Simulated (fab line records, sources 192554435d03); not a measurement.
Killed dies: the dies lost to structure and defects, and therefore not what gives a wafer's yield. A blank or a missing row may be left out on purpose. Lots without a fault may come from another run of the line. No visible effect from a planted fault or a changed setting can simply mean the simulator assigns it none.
Matching of chambers | flow n5 finfet | 4 sister chambers for N5_GATE_CUT_SAC_CAP_01 on ald sin-03
The step material SiNx, target thk 24 nm, pulse time 1 s, ald cycles 480. 18 wafers are shown with their chamber, then 9 later ones without.

EACH WAFER AND ITS CHAMBER
wafer  | chamber | heater power outer w (W) | heater power w (W) | precursor pulse height rel
L077.3 | 3       | 465                      | 774                | 0.990
L077.4 | 3       | 458                      | 804                | 1.002
L077.5 | 2       | 542                      | 921                | 1.063
L080.2 | 0       | 398                      | 722                | 0.994
L080.4 | 0       | 413                      | 723                | 0.974
L080.6 | 1       | 558                      | 900                | 1.003
L081.2 | 1       | 558                      | 901                | 0.996
L081.3 | 2       | 546                      | 940                | 0.986
L081.5 | 0       | 400                      | 718                | 1.016
L084.2 | 3       | 462                      | 816                | 1.019
L084.4 | 2       | 543                      | 898                | 0.965
L084.5 | 3       | 466                      | 800                | 1.004
L085.1 | 0       | 413                      | 736                | 1.025
L085.3 | 2       | 550                      | 941                | 0.969
L085.6 | 1       | 568                      | 920                | 1.002
L087.3 | 0       | 396                      | 716                | 0.976
L087.4 | 3       | 469                      | 810                | 0.993
L087.5 | 1       | 546                      | 903                | 0.987

SIGNATURES (averages over the wafers above)
reading                    | chamber 0 | chamber 1 | chamber 2 | chamber 3 | scatter within a chamber
heater power outer w       | 404.00    | 557.50    | 545.25    | 464.00    | 6.71
heater power w             | 723.00    | 906.00    | 925.00    | 800.80    | 14.1
precursor pulse height rel | 0.99700   | 0.99700   | 0.99575   | 1.00160   | 0.0255
Rule: for each reading, subtract the chamber's mean from the wafer's reading, divide by that reading's scatter and square the result; add these up over the readings and take the root, which gives the wafer's distance from the chamber. The wafer belongs to the nearest chamber; if the next one is less than 2 further off, it can't be placed. How the scatter is found: for the shown wafers, subtract from each reading the mean of its chamber, square and add these, divide the total by (wafers less chambers), then take the root.

WAFERS WHOSE CHAMBER IS MISSING
wafer  | heater power outer w (W) | heater power w (W) | precursor pulse height rel
L090.1 | 558                      | 892                | 0.999
L090.2 | 561                      | 931                | 1.021
L090.6 | 549                      | 955                | 1.033
L095.1 | 553                      | 905                | 0.976
L095.2 | 542                      | 935                | 1.021
L095.3 | 416                      | 729                | 1.009
L095.4 | 464                      | 815                | 0.994
L095.5 | 546                      | 933                | 1.003
L095.6 | 418                      | 735                | 0.988

WHICH CHAMBER EACH WENT THROUGH
wafer  | from the rows above     | in truth
L090.1 | 1                       | 1
L090.2 | can't be placed: 1 or 2 | 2
L090.6 | can't be placed: 2 or 1 | 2
L095.1 | can't be placed: 1 or 2 | 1
L095.2 | can't be placed: 2 or 1 | 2
L095.3 | 0                       | 0
L095.4 | 3                       | 3
L095.5 | can't be placed: 2 or 1 | 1
L095.6 | 0                       | 0
4 of 9 placed correctly. Can't be placed from these rows: 5 (the true chamber is among the candidates in 5). 0 placed wrongly.
